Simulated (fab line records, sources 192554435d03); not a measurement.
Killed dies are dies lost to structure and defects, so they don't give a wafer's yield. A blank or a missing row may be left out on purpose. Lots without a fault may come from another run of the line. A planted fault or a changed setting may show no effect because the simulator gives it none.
Split-lot experiment | flow n5_finfet | 7 lots, 39 wafers read, on a route of 1938 steps

THE SPLIT
At N5_BEOL_M1_TRENCH_ETCH_37 (etches SiOC in C4F6/O2, target depth 55.207 nm, time 29 s), the setting target_depth_a was moved away from the recipe's 552.07 angstrom on 15 of the 39 wafers read, by -59.6% to -25.4%. The other wafers ran this setting at the recipe's value.

FROM THE SPLIT TO THE READING: what the file shows between them, 2 steps
- N5_BEOL_M1_ETCH_41: etches SiCN in CH3F/O2, target depth 31.9 nm, time 57.8 s
- N5_BEOL_M1_STRIP_97: strips in N2/H2, time 10 s

THE READING
trench_depth_nm, in nm, at N5_BEOL_M1_OCD_MEAS_38. Fault-free wafers of this fab line usually give 54.6 nm, standard deviation 1.6 nm.

wafer  | tool, chamber at the split | target_depth_a as run, angstrom | against the recipe | trench_depth_nm, nm | against lot-mates on the recipe
L077.1 | rie_diel-04, 0             | 552.07                          | recipe             | 54.3                | -
L077.2 | rie_diel-04, 3             | 552.07                          | recipe             | 53.1                | -
L077.3 | rie_diel-04, 1             | 266.1                           | -51.8%             | 25.9                | -27.7
L077.4 | rie_diel-04, 1             | 266.1                           | -51.8%             | 25.9                | -27.7
L077.5 | rie_diel-04, 3             | 552.07                          | recipe             | 53.3                | -
L077.6 | rie_diel-04, 0             | 266.1                           | -51.8%             | 25.9                | -27.7
L080.1 | rie_diel-02, 2             | 552.07                          | recipe             | 55.7                | -
L080.2 | rie_diel-02, 1             | 552.07                          | recipe             | 54.9                | -
L080.3 | rie_diel-02, 3             | 256                             | -53.6%             | 24.1                | -31.0
L080.4 | rie_diel-02, 0             | 256                             | -53.6%             | 26.9                | -28.2
L080.5 | rie_diel-02, 2             | 256                             | -53.6%             | 25.2                | -29.9
L080.6 | rie_diel-02, 1             | 552.07                          | recipe             | 54.7                | -
L086.1 | rie_diel-06, 0             | 552.07                          | recipe             | 55.0                | -
L086.2 | rie_diel-06, 3             | 226.7                           | -58.9%             | 22.6                | -33.1
L086.3 | rie_diel-06, 2             | 552.07                          | recipe             | 56.3                | -
L086.4 | rie_diel-06, 1             | 226.7                           | -58.9%             | 22.7                | -33.0
L086.5 | rie_diel-06, 3             | 226.7                           | -58.9%             | 22.9                | -32.8
L086.6 | rie_diel-06, 2             | 552.07                          | recipe             | 55.8                | -
L087.1 | rie_diel-02, 0             | 552.07                          | recipe             | 57.8                | -
L087.3 | rie_diel-02, 3             | 552.07                          | recipe             | 51.4                | -
L087.4 | rie_diel-02, 2             | 552.07                          | recipe             | 55.8                | -
L089.1 | rie_diel-04, 0             | 552.07                          | recipe             | 52.5                | -
L089.2 | rie_diel-04, 1             | 552.07                          | recipe             | 53.9                | -
L089.3 | rie_diel-04, 2             | 552.07                          | recipe             | 53.8                | -
L089.4 | rie_diel-04, 3             | 552.07                          | recipe             | 51.5                | -
L089.5 | rie_diel-04, 3             | 552.07                          | recipe             | 51.5                | -
L089.6 | rie_diel-04, 2             | 552.07                          | recipe             | 53.5                | -
L096.1 | rie_diel-06, 1             | 552.07                          | recipe             | 54.5                | -
L096.2 | rie_diel-06, 2             | 552.07                          | recipe             | 54.9                | -
L096.3 | rie_diel-06, 0             | 223.3                           | -59.6%             | 21.9                | -32.7
L096.4 | rie_diel-06, 3             | 552.07                          | recipe             | 54.5                | -
L096.5 | rie_diel-06, 3             | 223.3                           | -59.6%             | 22.1                | -32.5
L096.6 | rie_diel-06, 2             | 223.3                           | -59.6%             | 22.7                | -31.9
L097.1 | rie_diel-02, 3             | 411.9                           | -25.4%             | 38.9                | -16.8
L097.2 | rie_diel-02, 2             | 411.9                           | -25.4%             | 42.1                | -13.6
L097.3 | rie_diel-02, 0             | 552.07                          | recipe             | 57.5                | -
L097.4 | rie_diel-02, 2             | 552.07                          | recipe             | 56.9                | -
L097.5 | rie_diel-02, 0             | 411.9                           | -25.4%             | 42.9                | -12.8
L097.6 | rie_diel-02, 3             | 552.07                          | recipe             | 52.7                | -

THE FIT
A straight line over all 39 wafers: trench_depth_nm changes by +0.541 nm for each +1% of target_depth_a; r = +0.99; the points scatter about the line by 1.6 nm.
The same after taking each lot's own level away (the mean of its wafers on the recipe; 39 wafers): +0.549 nm for each +1%; r = +1.00; scatter 1.3 nm.
On that fit, the largest move of target_depth_a shifts the reading by 33 nm.
The lots' own levels span 52.78 to 55.70 nm, that is 1.8 times the standard deviation above.
So the lot-to-lot level changes the slope little: the two slopes agree.
Check: with one of the wafers moved furthest among these (-59.6%) left out of the fit, the line predicts -32.7 nm for it against its lot-mates. It came out at -32.7 nm against them.

OTHER SPLITS ON THESE WAFERS
These wafers also went through other splits before the reading. Each is held against what the fit with the lots' levels taken away leaves over:
other split on the same wafers                 | wafers away from the commonest value | r with trench_depth_nm (lot level and that fit taken away)
N5_PMOS_HMC_CHANNEL_EPI_HM_DEP_34 target_thk_a | 15                                   | +0.13
N5_DUMMY_GATE_DESCUM_20 time_s                 | 15                                   | -0.06
N5_SD_EPI_N_DESCUM_14 time_s                   | 15                                   | -0.19
N5_HKMG_FIN_ALD_36 ald_cycles                  | 6                                    | +0.10

THE WHOLE CHAIN: every reading that the file lists as answering this split, in the file's order
step                      | what it does                                              | reading                                                                          | change (the file's fit)                | r (the file's)
N5_BEOL_M1_TRENCH_ETCH_37 | etches SiOC in C4F6/O2, target depth 55.207 nm, time 29 s | etch.depth_nm (the simulator's own value, which no gauge read)                   | +0.548 nm for each +1% of the setting  | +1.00
N5_BEOL_M1_TRENCH_ETCH_37 | etches SiOC in C4F6/O2, target depth 55.207 nm, time 29 s | BEOL_M1.feature_depth_nm (the simulator's own value, which no gauge read)        | +0.548 nm for each +1% of the setting  | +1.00
N5_BEOL_M1_TRENCH_ETCH_37 | etches SiOC in C4F6/O2, target depth 55.207 nm, time 29 s | TiN_of_BEOL_M1_HM_DEP_02.thk_nm (the simulator's own value, which no gauge read) | -0.0209 nm for each +1% of the setting | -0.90
N5_BEOL_M1_OCD_MEAS_38    |                                                           | trench_depth_nm                                                                  | +0.549 nm for each +1% of the setting  | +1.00

THE FILE'S OWN FIT
trench_depth_nm changes by +0.549 nm for each +1% of target_depth_a, r = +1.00.
